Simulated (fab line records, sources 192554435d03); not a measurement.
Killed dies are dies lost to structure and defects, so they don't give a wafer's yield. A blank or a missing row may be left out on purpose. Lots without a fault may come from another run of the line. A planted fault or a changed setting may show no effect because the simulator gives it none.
fab line records | flow n5_finfet
record lots=9 wafers=26 last_day=17
route steps=1938 shown BEOL_M2@881 BEOL_M4@1111
lots that met no fault: from a run of the same line without faults
start_h: hours from the record's first day to the start of the lot's first wafer shown | wait_h: hours since the lot's step before | " the same as in the row above | L1.1+2: a row that stands for several wafers | - no value, or no start given | * or withheld: withheld | < > ~ a bound
route shown NAME@n: a module of which the file shows steps, and the number in the route of the first | usual: mean/standard deviation of fault-free wafers | same: alike in all rows | chamber/n: place in a boat | sites: the reading at each site | _std_site: their standard deviation | _edge_site: outer sites' mean less inner sites' | radius_mm: how far each site lies from the wafer's centre | mask NAME#n: copy n | behind: the tool/chamber that last shaped the wafer | hold: why the lot was held/for how many hours/how that ended | device: the transistor (n, p or np) that didn't switch | end of line: the same wafers' tests at the end of the route | a step without rows: its recipe alone | killed: dies lost to structure and defects at the first sort, not the wafer's yield | map: a wafer's dies, x killed, . not, _ none there
set.NAME: the setting as run; set.NAME@STEP: as run at that earlier step | model.NAME: the simulator's own value behind a step, which no gauge read
steps of the route over a sample of lots; a table a step, a row a wafer
services: from which hour (start_h, from the record's first day; less than 0 if before it) a tool's chamber was out of use, for how many hours, and why
## steps
# step N5_BEOL_M2_ETCH_69
# recipe chemistry=CF4 target=SiARC target_depth_a=156 mask_material=CAR-EUV time_s=26 ion_energy_ev=80 pressure_mtorr=40 source_w=545 bias_w=36 Ar_flow_sccm=100 cf4_flow_sccm=100 ends=cleared
# usual cf4_flow_sccm=100.04/0.28 drypump_motor_current_A=5.5/0.4 etch_rf_on_time_s=26.2/1 oes_product_au=0.70/0.077 rf_fwd_power_W=532.5/2.6 rf_vpp_V=184.1/1.3 showerhead_plenum_p_Torr=2.15/0.08 throttle_valve_pct=15.52/0.28
# columns lot.wafer tool chamber start_h wait_h cf4_flow_sccm drypump_motor_current_A etch_rf_on_time_s oes_product_au rf_fwd_power_W rf_hours_counter_h rf_vpp_V showerhead_plenum_p_Torr throttle_valve_pct
L884.2 rie_diel-05 2 154.00 0.0 99.83 5.7 25.6 0.67 528.4 137 184.1 1.98 15.97
L884.3 " 3 " " 99.88 5.0 24.3 0.62 530.4 212 184.7 2.20 15.76
L884.4 " 0 " " 99.90 4.9 24.9 0.61 533.3 187 182.7 2.05 15.83
L886.2 rie_diel-01 1 160.48 0.0 99.68 5.2 26.6 0.64 530.3 144 183.1 2.13 15.67
L886.3 " 0 " " 100.06 6.0 26.9 0.77 538.3 31 184.3 2.11 15.37
L886.6 " 0 " " 99.52 6.0 26.9 0.77 536.6 - 183.2 2.10 15.38
L890.2 rie_diel-01 2 184.70 0.0 100.04 5.4 25.5 0.72 534.9 71 185.3 2.17 15.45
L890.5 " 0 " " 99.77 6.0 27.0 0.76 537.4 - 182.0 2.10 15.39
L890.6 " 3 " " 99.94 5.9 27.0 0.59 531.4 - 184.6 2.20 15.73
L891.2 rie_diel-04 1 192.78 0.0 99.77 5.6 27.0 0.56 530.1 249 184.1 2.02 15.76
L891.3 " 3 " " 99.56 5.0 24.7 0.84 533.8 1 184.9 2.19 15.00
L891.4 " 0 " " 99.93 6.0 26.7 0.76 532.0 15 182.7 2.19 15.26
L893.1 rie_diel-04 0 212.33 0.0 99.96 6.0 27.1 0.75 527.6 22 185.3 2.18 15.29
L893.2 " 1 " " 100.44 5.6 26.7 0.86 530.1 0 185.4 2.27 15.30
L893.6 " 3 " " 100.57 5.1 24.8 0.79 532.4 - 185.1 2.18 15.04
L897.1 rie_diel-05 0 240.51 0.0 100.25 4.9 25.6 0.59 530.7 216 184.5 2.04 15.89
L897.3 " 3 " " 99.80 5.0 24.9 0.59 533.1 239 183.6 2.19 15.80
L897.5 " 1 " " 100.00 5.6 28.2 0.65 530.5 - 184.1 2.08 15.40
L899.2 rie_diel-04 2 250.17 0.0 100.07 5.7 27.3 0.79 536.9 7 183.0 2.20 15.64
L899.6 " 1 " " 99.74 5.6 26.6 0.80 532.8 - 186.6 2.27 15.32
L903.2 rie_diel-05 1 266.59 0.0 100.48 5.6 28.1 0.63 529.2 103 182.8 2.07 15.43
L903.4 " 1 " " 100.17 5.6 28.1 0.64 529.8 - 183.7 2.07 15.42
L903.6 " 0 " " 100.59 4.8 25.4 0.60 529.2 - 183.0 2.04 15.87
L904.3 rie_diel-04 0 276.24 0.0 99.95 6.0 26.7 0.72 532.6 48 184.3 2.17 15.33
L904.5 " 1 " " 100.37 5.6 26.7 0.77 533.9 - 186.5 2.26 15.34
L904.6 " 2 " " 99.71 5.7 27.1 0.75 538.2 - 185.1 2.19 15.65
# step N5_BEOL_M2_ALD_98
# recipe material=SiO2 target_thk_a=25 temp_c=100 ald_precursor_family=BDEAS ald_co_reactant=O2-plasma pulse_time_s=1 co_reactant_pulse_time_s=1 purge_time_s=2 co_reactant_purge_time_s=2 ald_cycles=17 pressure_torr=2
# usual heater_power_w=81/8 precursor_pulse_height_rel=0.999/0.021
# columns lot.wafer tool chamber start_h wait_h heater_power_w precursor_pulse_height_rel
L884.2 ald_sin-03 1 154.43 0.4 79 1.003
L884.3 " 0 " " 78 0.999
L884.4 " 2 " " 80 1.017
L886.2 ald_sin-01 0 160.57 0.1 102 0.947
L886.3 " 1 " " 78 1.024
L886.6 " 0 " " 102 1.029
L890.2 ald_sin-03 1 185.16 0.4 77 0.986
L890.5 " 3 " " 75 1.011
L890.6 " 2 " " 81 0.980
L891.2 ald_sin-03 1 192.86 0.1 78 1.014
L891.3 " 3 " " 72 0.989
L891.4 " 0 " " 77 0.977
L893.1 ald_sin-04 1 212.41 0.1 77 0.999
L893.2 " 0 " " 92 0.963
L893.6 " 2 " " 80 0.990
L897.1 ald_sin-01 1 240.59 0.1 77 0.977
L897.3 " 0 " " 103 1.007
L897.5 " 1 " " 75 0.995
L899.2 ald_sin-04 2 250.25 0.1 79 1.002
L899.6 " 1 " " 79 0.995
L903.2 ald_sin-03 1 266.68 0.1 76 0.969
L903.4 " 2 " " 79 0.967
L903.6 " 2 " " 81 0.997
L904.3 ald_sin-03 1 276.32 0.1 76 1.005
L904.5 " 1 " " 76 0.980
L904.6 " 2 " " 82 1.021
# step N5_BEOL_M2_ETCH_70
# recipe chemistry=N2/H2 target=SOC target_depth_a=800 overetch_a=240 mask_material=SiARC temp_c=40 time_s=130 ion_energy_ev=200 pressure_mtorr=30 source_w=840 bias_w=150 n2_flow_sccm=200 h2_flow_sccm=200
# usual drypump_motor_current_A=5.5/0.36 oes_product_au=0.58/0.065 rf_fwd_power_W=836.0/2.6 rf_vpp_V=523.7/2.7 showerhead_plenum_p_Torr=2.54/0.093 throttle_valve_pct=17.79/0.26
# columns lot.wafer tool chamber start_h wait_h drypump_motor_current_A oes_product_au rf_fwd_power_W rf_hours_counter_h rf_vpp_V showerhead_plenum_p_Torr throttle_valve_pct
L884.2 rie_diel-05 3 159.01 0.0 5.0 0.51 832.4 214 525.7 2.61 17.69
L884.3 " 1 " " 5.6 0.60 833.5 66 520.4 2.48 17.59
L884.4 " 0 " " 4.9 0.52 835.2 188 520.2 2.44 18.03
L886.2 rie_diel-01 1 165.43 0.0 5.2 0.56 834.2 146 523.9 2.54 17.85
L886.3 " 0 " " 6.0 0.67 835.0 33 521.5 2.47 17.50
L886.6 " 2 " " 5.4 0.62 834.2 - 524.8 2.56 17.53
L890.2 rie_diel-01 1 192.06 0.0 5.2 0.55 630.4 156 572.6 2.54 17.87
L890.5 " 0 " " 6.0 0.66 634.3 - 570.5 2.46 17.50
L890.6 " 1 " " 5.2 0.55 631.3 - 572.7 2.54 17.90
L891.2 rie_diel-01 2 193.20 0.0 5.4 0.61 637.6 75 574.0 2.56 17.54
L891.3 " 1 " " 5.2 0.55 632.5 156 572.5 2.53 17.90
L891.4 " 0 " " 6.0 0.67 640.7 43 571.3 2.46 17.51
L893.1 rie_diel-05 2 212.83 0.0 5.7 0.57 834.1 157 517.7 2.35 18.35
L893.2 " 3 " " 5.0 0.50 841.9 230 526.8 2.60 17.74
L893.6 " 2 " " 5.7 0.57 831.8 - 517.7 2.35 18.36
L897.1 rie_diel-05 0 240.84 0.0 4.9 0.51 836.9 216 521.3 2.43 18.10
L897.3 " 1 " " 5.6 0.58 839.7 92 522.0 2.46 17.66
L897.5 " 2 " " 5.7 0.56 833.5 - 517.1 2.35 18.35
L899.2 rie_diel-04 2 255.42 0.0 5.7 0.69 835.9 10 525.9 2.57 17.66
L899.6 " 2 " " 5.7 0.69 838.2 - 524.6 2.57 17.68
L903.2 rie_diel-04 2 275.41 0.0 5.7 0.66 836.9 19 524.3 2.57 17.69
L903.4 " 0 " " 6.0 0.62 835.8 48 525.6 2.58 17.51
L903.6 " 3 " " 5.0 0.63 832.3 - 524.4 2.61 17.39
L904.3 rie_diel-01 0 278.28 0.0 6.0 0.64 837.5 69 523.3 2.45 17.55
L904.5 " 1 " " 5.2 0.53 832.7 - 523.8 2.52 17.94
L904.6 " 0 " " 6.0 0.64 836.6 - 522.3 2.45 17.57
# step N5_BEOL_M2_STRIP_36
# recipe chemistry=N2/H2 power_w=450 temp_c=40 pressure_mtorr=20 rf_frequency_hz=6e+07 overash_fraction=0.3 bias_power_w=7 h2_frac=0.5 n2_flow_sccm=200 h2_flow_sccm=200
# usual bias_power_w=7.001/0.02 drypump_motor_current_A=5.5/0.37 oes_product_au=0.79/0.091 rf_vpp_V=59.2/1.5 showerhead_plenum_p_Torr=2.53/0.093 throttle_valve_pct=23.6/0.3
# columns lot.wafer tool chamber start_h wait_h bias_power_w drypump_motor_current_A oes_product_au rf_hours_counter_h rf_vpp_V showerhead_plenum_p_Torr throttle_valve_pct
L884.2 rie_diel-05 3 159.18 0.0 6.964 5.0 0.71 214 59.3 2.61 23.2
L884.3 " 1 " " 6.999 5.6 0.80 66 57.4 2.47 23.5
L884.4 " 0 " " 6.997 4.8 0.72 188 57.1 2.44 23.8
L886.2 rie_diel-01 1 165.59 0.0 7.020 5.2 0.78 146 59.3 2.54 23.7
L886.3 " 0 " " 7.003 6.0 0.92 33 57.6 2.46 23.4
L886.6 " 2 " " 6.988 5.4 0.85 - 60.1 2.56 23.3
L890.2 rie_diel-01 1 192.23 0.0 6.976 5.2 0.76 156 60.0 2.53 23.7
L890.5 " 0 " " 6.990 6.0 0.92 - 58.1 2.46 23.4
L890.6 " 1 " " 6.990 5.2 0.76 - 58.1 2.53 23.6
L891.2 rie_diel-01 2 193.36 0.0 7.024 5.4 0.83 75 59.5 2.56 23.3
L891.3 " 1 " " 6.982 5.2 0.77 156 60.6 2.53 23.7
L891.4 " 0 " " 7.025 6.0 0.93 43 58.9 2.46 23.4
L893.1 rie_diel-05 2 213.00 0.0 6.977 5.7 0.76 157 61.3 2.35 24.3
L893.2 " 3 " " 6.985 5.0 0.71 230 61.0 2.60 23.3
L893.6 " 2 " " 6.988 5.7 0.76 - 56.5 2.35 24.4
L897.1 rie_diel-05 0 241.00 0.0 6.995 4.9 0.71 216 57.3 2.43 23.9
L897.3 " 1 " " 6.962 5.6 0.78 92 57.7 2.46 23.5
L897.5 " 2 " " 7.000 5.7 0.75 - 60.5 2.34 24.4
L899.2 rie_diel-04 2 255.58 0.0 6.976 5.7 0.91 10 58.9 2.56 23.5
L899.6 " 2 " " 7.041 5.7 0.92 - 61.3 2.57 23.6
L903.2 rie_diel-04 2 275.58 0.0 7.021 5.7 0.90 19 57.9 2.56 23.5
L903.4 " 0 " " 7.001 6.1 0.85 48 59.0 2.58 23.3
L903.6 " 3 " " 7.011 5.1 0.86 - 58.9 2.60 23.2
L904.3 rie_diel-01 0 278.44 0.0 7.012 6.0 0.87 69 59.7 2.45 23.5
L904.5 " 1 " " 6.969 5.2 0.74 - 59.3 2.52 23.7
L904.6 " 0 " " 7.014 6.0 0.87 - 59.9 2.45 23.5
# step N5_BEOL_M4_RC_MEAS_101
# usual DIBL_N=36.1/2 DIBL_P=36.3/2.4 IOFF_N=0.15/0.035 IOFF_P=0.21/0.039 ION_N=672/15 ION_P=463/9.7 SS_N=71.5/0.7 SS_P=73.2/0.75 VT_N=251/3.6 VT_P=-250/3.8
# columns lot.wafer tool chamber start_h wait_h DIBL_N[mV/V] DIBL_P[mV/V] IOFF_N[nA/um] IOFF_P[nA/um] ION_N[uA/um] ION_P[uA/um] SS_N[mV/dec] SS_P[mV/dec] VT_N[mV] VT_P[mV]
L884.2 prober-02 0 192.02 0.2 35.3 37.2 0.12 0.16 675 453 71.4 73.3 253 -258
L884.3 " 0 " " 31.4 32.2 0.08 0.11 637 439 69.7 71.6 260 -262
L884.4 " 0 " " 32.5 32.9 0.08 0.11 631 434 70.5 72.3 261 -262
L886.2 prober-02 0 195.51 0.2 37.0 38.5 0.18 0.27 695 480 71.8 74.5 247 -246
L886.3 " 0 " " 34.6 35.6 0.13 0.20 671 468 71.5 73.2 254 -248
L886.6 " 0 " " 35.8 36.7 0.16 0.23 691 478 70.7 74.0 248 -247
L891.2 prober-01 0 221.44 0.2 34.6 34.5 0.12 0.15 653 442 72.0 72.8 256 -254
L891.3 " 0 " " 36.7 38.1 0.17 0.21 671 457 72.0 73.1 248 -253
L891.4 " 0 " " 38.2 38.4 0.17 0.20 670 453 71.8 73.3 253 -254
L890.2 prober-02 0 221.96 0.2 37.6 37.2 0.17 0.27 667 466 71.8 73.5 250 -244
L890.5 " 0 " " 37.2 36.4 0.16 0.26 665 467 72.3 73.6 250 -245
L890.6 " 0 " " 32.9 31.1 0.10 0.18 644 460 70.6 71.3 257 -247
L893.1 prober-01 0 246.02 0.0 36.2 35.9 0.16 0.22 670 471 71.7 73.3 251 -246
L893.2 " 0 " " 38.2 37.9 0.21 0.26 703 478 71.6 73.4 245 -245
L893.6 " 0 " " 35.7 34.8 0.16 0.21 683 461 71.2 72.6 249 -251
L897.1 prober-02 0 276.00 0.0 33.3 33.1 0.13 0.18 667 452 70.4 72.3 250 -254
L897.3 " 0 " " 38.0 38.7 0.20 0.27 680 462 72.8 73.7 247 -248
L897.5 " 0 " " 34.9 33.5 0.13 0.17 664 451 72.6 73.3 253 -250
L899.2 prober-02 0 284.55 0.2 40.0 41.2 0.21 0.27 683 461 72.2 74.7 249 -249
L899.6 " 0 " " 42.3 42.9 0.26 0.31 692 468 73.1 75.0 243 -245
L904.3 prober-02 0 306.90 0.3 37.6 36.7 0.17 0.24 673 467 71.1 74.5 249 -247
L904.5 " 0 " " 35.1 33.4 0.13 0.19 661 461 70.7 72.1 252 -249
L904.6 " 0 " " 38.3 38.3 0.19 0.27 701 481 71.2 73.5 247 -243
L903.2 prober-01 0 311.10 0.2 36.3 35.1 0.13 0.21 647 451 71.1 72.2 254 -247
L903.4 " 0 " " 39.6 39.1 0.19 0.27 680 464 72.3 73.1 246 -248
L903.6 " 0 " " 36.0 34.1 0.12 0.19 656 458 71.3 72.6 256 -253
## services
# columns tool chamber start_h hours kind
ald_sin-03 - 141.99 6.1 pm
rie_diel-04 0 146.67 - clean
rie_diel-04 0 146.67 - consumable_replace:focus_ring
rie_diel-04 0 146.67 13.9 scheduled_down
rie_diel-04 0 146.67 13.9 vent_cycle
rie_diel-05 0 148.21 4.6 repair
ald_sin-01 3 156.05 4.9 repair
rie_diel-04 3 160.57 - clean
rie_diel-04 3 160.57 - consumable_replace:focus_ring
rie_diel-04 3 160.57 28.2 scheduled_down
rie_diel-04 3 160.57 28.2 vent_cycle
ald_sin-03 1 165.87 3.7 repair
ald_sin-04 - 176.76 14.0 pm
rie_diel-01 3 195.47 16.5 repair
rie_diel-04 0 199.60 4.3 repair
ald_sin-01 1 201.62 27.1 repair
ald_sin-01 - 236.12 1.2 repair
rie_diel-05 0 245.48 11.8 repair
rie_diel-01 - 259.93 15.6 pm
rie_diel-05 3 266.21 - clean
rie_diel-05 3 266.21 - consumable_replace:focus_ring
rie_diel-05 3 266.21 19.3 scheduled_down
rie_diel-05 3 266.21 19.3 vent_cycle
ald_sin-01 - 268.25 14.0 pm
## key
first_sign step=N5_BEOL_M2_ETCH_70 reading=rf_fwd_power_W direction=down sigmas=76 usual=* struck=*
effect step=N5_BEOL_M2_ETCH_70 reading=rf_vpp_V direction=up sigmas=18 usual=523.7 struck=572.3
met_at N5_BEOL_M2_ETCH_70
struck_lots L890,L891
not_acting_at N5_BEOL_M2_ETCH_69,N5_BEOL_M2_ALD_98,N5_BEOL_M2_STRIP_36
onset_between 165.43 192.06
fault kind=process_parameter_drift tool=rie_diel-01 chamber=- onset_h=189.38 steps=N5_BEOL_M2_ETCH_70 channel=source_w offset=-201.6 shape=step end_h=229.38 acts_in=these_recipes_only stated=840
